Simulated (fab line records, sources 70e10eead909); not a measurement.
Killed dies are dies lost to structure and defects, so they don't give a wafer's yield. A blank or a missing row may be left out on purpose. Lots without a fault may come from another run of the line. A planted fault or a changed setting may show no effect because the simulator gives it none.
Chamber matching | flow nand_harc | NHARC_A_STAIRCASE_DESCUM_443 on rie_diel-08: 4 sister chambers
The step chemistry O2, time 3 s. 16 wafers are shown with their chamber, then 8 later ones without.

WAFERS WITH THEIR CHAMBER
wafer  | chamber | oes_product_au (a.u.) | throttle_valve_pct (%) | rf_vpp_V (V)
L078.3 | 2       | 0.981                 | 11.306                 | 58.0
L078.5 | 0       | 0.995                 | 11.313                 | 58.0
L078.6 | 1       | 1.012                 | 11.310                 | 57.3
L081.1 | 3       | 1.019                 | 11.301                 | 59.1
L081.4 | 0       | 0.988                 | 11.313                 | 57.3
L081.5 | 2       | 0.982                 | 11.303                 | 57.5
L084.1 | 1       | 1.017                 | 11.319                 | 57.8
L084.2 | 2       | 0.989                 | 11.301                 | 56.6
L084.6 | 0       | 0.996                 | 11.319                 | 55.0
L086.1 | 1       | 1.009                 | 11.318                 | 57.2
L086.2 | 0       | 1.001                 | 11.304                 | 57.9
L086.6 | 1       | 1.010                 | 11.304                 | 57.5
L088.1 | 1       | 1.008                 | 11.313                 | 57.0
L088.3 | 3       | 1.024                 | 11.308                 | 55.2
L088.5 | 2       | 0.978                 | 11.316                 | 57.5
L089.1 | 0       | 1.004                 | 11.303                 | 58.3

SIGNATURES (means of the wafers above)
reading            | chamber 0 | chamber 1 | chamber 2 | chamber 3 | scatter within a chamber
oes_product_au     | 0.99680   | 1.01120   | 0.98250   | 1.02150   | 0.00482
throttle_valve_pct | 11.31040  | 11.31280  | 11.30650  | 11.30450  | 0.0064
rf_vpp_V           | 57.300    | 57.360    | 57.400    | 57.150    | 1.16
Rule: a wafer's distance from a chamber is the root of the sum, over the readings, of the square of ((its reading less the chamber's mean) divided by the reading's scatter). The wafer belongs to the nearest chamber; if the next one is less than 2 further off, it can't be placed. The scatter: the root of (the sum of the squares of (reading less its chamber's mean) over the shown wafers, divided by (wafers less chambers)).

WAFERS WITHOUT THEIR CHAMBER
wafer  | oes_product_au (a.u.) | throttle_valve_pct (%) | rf_vpp_V (V)
L089.4 | 0.989                 | 11.304                 | 57.0
L089.5 | 1.019                 | 11.307                 | 57.1
L092.3 | 1.010                 | 11.316                 | 57.6
L092.5 | 0.984                 | 11.312                 | 57.7
L092.6 | 1.018                 | 11.321                 | 57.3
L096.3 | 1.010                 | 11.323                 | 58.7
L096.5 | 0.976                 | 11.311                 | 56.6
L096.6 | 1.009                 | 11.311                 | 57.3

WHICH CHAMBER EACH WENT THROUGH
wafer  | from the rows above          | in truth
L089.4 | can't be placed: 2 or 0      | 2
L089.5 | can't be placed: 3 or 1      | 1
L092.3 | 1                            | 1
L092.5 | can't be placed: 2 or 0      | 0
L092.6 | can't be placed: 1 or 3      | 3
L096.3 | can't be placed: 1 or 0 or 3 | 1
L096.5 | 2                            | 2
L096.6 | can't be placed: 1 or 0      | 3
Placed correctly: 2 of 8. Can't be placed from these rows: 6 (the true chamber is among the candidates in 5). Placed wrongly: 0.
